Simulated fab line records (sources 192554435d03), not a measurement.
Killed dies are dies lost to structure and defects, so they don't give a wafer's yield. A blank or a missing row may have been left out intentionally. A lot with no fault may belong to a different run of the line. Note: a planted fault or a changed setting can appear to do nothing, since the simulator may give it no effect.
Lot-split experiment ; flow n5-finfet ; route with 1938 steps; 7 lots, 39 wafers read

== THE SPLIT ==
At N5_HKMG_FIN_ETCH_32 (etches SOC in N2/H2, target depth 240 nm, time 300 s), the setting target-depth-a was moved away from the recipe's 2400 angstrom on 15 of the 39 wafers read, by -58.8% to +59.0%. The other wafers ran this setting at the recipe's value.

The reading comes from the split's own step.

== THE READING ==
SiARC_of_HKMG_FIN_COAT_30.thk-nm (the simulator's own value, which no gauge read), in nm, at N5_HKMG_FIN_ETCH_32 (etches SOC in N2/H2, target depth 240 nm, time 300 s). There is no usual value for it anywhere in the file. Average 21.3 nm, standard deviation 0.7 nm, over the 24 wafers here run with the recipe.

wafer;tool, chamber at the split;target-depth-a as run, angstrom;against the recipe;SiARC_of_HKMG_FIN_COAT_30.thk-nm, nm;against lot-mates on the recipe
L077.1;rie-diel-02, 2;988.8;-58.8%;29;+7.9
L077.2;rie-diel-02, 0;2400;recipe;21.6;-
L077.3;rie-diel-02, 3;2400;recipe;20;-
L077.4;rie-diel-02, 3;988.8;-58.8%;28.8;+7.7
L077.5;rie-diel-02, 2;988.8;-58.8%;29.2;+8.1
L077.6;rie-diel-02, 0;2400;recipe;21.6;-
L083.1;rie-diel-01, 3;2400;recipe;20.6;-
L083.2;rie-diel-01, 2;2400;recipe;22.2;-
L083.3;rie-diel-01, 0;2400;recipe;22.2;-
L083.4;rie-diel-01, 1;2400;recipe;22;-
L083.5;rie-diel-01, 3;2400;recipe;20.6;-
L083.6;rie-diel-01, 2;2400;recipe;22.2;-
L088.1;rie-diel-03, 3;2400;recipe;21.4;-
L088.2;rie-diel-03, 1;2400;recipe;21.4;-
L088.3;rie-diel-03, 2;3254;+35.6%;16.8;-4.8
L088.4;rie-diel-03, 0;2400;recipe;22;-
L088.5;rie-diel-03, 3;3254;+35.6%;16.4;-5.2
L088.6;rie-diel-03, 2;3254;+35.6%;17;-4.6
L089.1;rie-diel-02, 2;2400;recipe;20.8;-
L089.2;rie-diel-02, 3;1602;-33.2%;25.2;+4.4
L089.3;rie-diel-02, 0;1602;-33.2%;26.2;+5.4
L089.4;rie-diel-02, 1;1602;-33.2%;25.8;+5.0
L089.5;rie-diel-02, 2;2400;recipe;20.4;-
L089.6;rie-diel-02, 1;2400;recipe;21.2;-
L094.1;rie-diel-01, 3;2400;recipe;20;-
L094.2;rie-diel-01, 2;2916;+21.5%;19.4;-1.9
L094.3;rie-diel-01, 1;2916;+21.5%;19;-2.3
L094.4;rie-diel-01, 0;2400;recipe;22.2;-
L094.5;rie-diel-01, 1;2400;recipe;21.8;-
L094.6;rie-diel-01, 0;2916;+21.5%;19.2;-2.1
L095.4;rie-diel-02, 0;2400;recipe;21.4;-
L095.5;rie-diel-02, 0;2400;recipe;21.4;-
L095.6;rie-diel-02, 1;2400;recipe;20.8;-
L097.1;rie-diel-03, 2;2400;recipe;21.8;-
L097.2;rie-diel-03, 1;2400;recipe;20.4;-
L097.3;rie-diel-03, 3;3817;+59.0%;13.2;-7.7
L097.4;rie-diel-03, 2;3817;+59.0%;13.8;-7.1
L097.5;rie-diel-03, 1;2400;recipe;20.6;-
L097.6;rie-diel-03, 3;3817;+59.0%;13;-7.9

THE FIT
A straight line over all 39 wafers: SiARC_of_HKMG_FIN_COAT_30.thk-nm changes by -0.131 nm for each +1% of target-depth-a; r = -0.99; the points scatter about the line by 0.63 nm.
The same after taking each lot's own level away (the mean of its wafers on the recipe; 39 wafers): -0.133 nm for each +1%; r = -0.99; scatter 0.59 nm.
Per that fit: largest target-depth-a move, reading shift of 7.9 nm.
From 20.80 to 21.63 nm: that is the span of the lots' own levels, equal to 1.2 times the standard deviation above.
The two slopes agree, so the slope changes little with the lot-to-lot level.
Check: for one of the wafers moved furthest among these (+59.0%), held out of the fit, the line's prediction against its lot-mates is -7.74 nm. Against them it came out at -7.73 nm.

== FURTHER SPLITS ON THESE WAFERS ==
Before the reading, these wafers also passed through other splits. Each is held against what the fit with the lots' levels taken away leaves over:
other split on the same wafers;wafers away from the commonest value;r with SiARC_of_HKMG_FIN_COAT_30.thk-nm (lot level and that fit taken away)
N5_FIN_SAQP_HM_DEP_03 time-s;12;+0.11
N5_SD_EPI_N_EPI_21 time-s;15;-0.20

== THE WHOLE CHAIN: every reading that the file lists as answering this split, in the file's order ==
step;what it does;reading;change (the file's fit);r (the file's)
N5_HKMG_FIN_ETCH_32;etches SOC in N2/H2, target depth 240 nm, time 300 s;HKMG_FIN.feature-depth-nm (the simulator's own value, which no gauge read);+2.3 nm for each +1% of the setting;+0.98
N5_HKMG_FIN_ETCH_32;etches SOC in N2/H2, target depth 240 nm, time 300 s;etch.depth-nm (the simulator's own value, which no gauge read);+2.3 nm for each +1% of the setting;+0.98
N5_HKMG_FIN_ETCH_32;etches SOC in N2/H2, target depth 240 nm, time 300 s;SiARC_of_HKMG_FIN_COAT_30.thk-nm (the simulator's own value, which no gauge read);-0.133 nm for each +1% of the setting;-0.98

== FILE'S OWN FIT ==
SiARC_of_HKMG_FIN_COAT_30.thk-nm changes by -0.133 nm for each +1% of target-depth-a, r = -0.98.
